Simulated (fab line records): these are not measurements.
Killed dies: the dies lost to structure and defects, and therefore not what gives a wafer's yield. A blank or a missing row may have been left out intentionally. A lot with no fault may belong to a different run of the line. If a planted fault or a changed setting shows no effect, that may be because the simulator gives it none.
Code-filled problem report in 8D (eight disciplines) form | flow nand_harc | the parts of the form that need people (team, actions taken, sign-off) are left out

1. WHAT IS WRONG
Wafers without a fault read 65.4 s, standard deviation 0.39; run_length_s at NHARC_A_M1_ETCH_35 reads a mean of 55.2 s on 3 wafers belonging to 2 lots. Measured from the usual mean, that is -26 standard deviations.
The step: etches the open film in N2/H2, target depth 40 nm, overetch 12 nm, time 43.94 s.
First seen on wafer L456.1, day 18 08:47, on rie_diel-05. The record holds 35 wafers of 12 lots with a number at this step. Rule for "out" (also "out of limits"): further than 4 standard deviations from the usual mean. Any other wafer with a number is counted as sound.

2. WHAT IT IS AND WHAT IT IS NOT
question                    | is                     | is not
which readings at this step | run_length_s           | chamber_pressure_mTorr, drypump_motor_current_A, oes_product_au, rf_vpp_V, showerhead_plenum_p_Torr, throttle_valve_pct
which lots                  | L456, L463             | L453, L455, L467, L469, L470, L471, L472, L474, L475, L476
which wafers of those lots  | L456.1, L463.1, L463.4 | L456.3, L456.6
read on which tools         | rie_diel-05            | rie_diel-09, rie_diel-10
when                        | from day 18 08:47      | up to then (8 sound wafers); but 24 sound wafers of L467, L469, L470, L471, L472, L474, L475, L476 came after

3. WHAT RULES OUT EACH SUSPECT
Counting: any tool at a process step up to the reading remains a suspect provided it ran every lot that is out. Sound lots after the first of them don't rule it out here, since some wafers of a struck lot are sound.
- rie_diel-05 at NHARC_A_M1_ETCH_35 (etches the open film in N2/H2, target depth 40 nm, overetch 12 nm, time 43.94 s): kept. It ran every lot that is out, first L456 (day 18 08:47); its last sound lot up to then is L453 (day 17 21:03). Out on those wafers are its own readings of run_length_s.
The count leaves rie_diel-05 at NHARC_A_M1_ETCH_35.

4. THE CAUSE (what the simulator had put in)
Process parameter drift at NHARC_A_M1_ETCH_35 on rie_diel-05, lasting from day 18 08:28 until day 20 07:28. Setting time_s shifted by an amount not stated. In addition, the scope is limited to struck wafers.
Counting left only this tool.

5. THE CHAIN OF EFFECTS, in route order
One row per reading whose mean, taken over the struck wafers that have a number, lies over 3 standard deviations from the usual. Readings are gone through only where the record gives a usual standard deviation; hours: the median, over the lots, of the time from a lot's start at the first step in this table giving one to that lot's start at this step; sigmas: the change measured in usual standard deviations.
hours | step               | reading      | usual  | on struck wafers | change | sigmas
0     | NHARC_A_M1_ETCH_35 | run_length_s | 65.4 s | 55.2             | -10.2  | -26
Its process steps:
- NHARC_A_M1_ETCH_35: etches the open film in N2/H2, target depth 40 nm, overetch 12 nm, time 43.94 s.
Later measuring or inspecting steps at which every struck wafer that the step has a row for has a number for every such reading, and none has moved that far: NHARC_END_SORT_01.

6. HOW IT WOULD HAVE BEEN CAUGHT EARLIER
In this record no reading fell out of limits until day 18 08:47, 0 hours after the fault had begun at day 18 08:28.
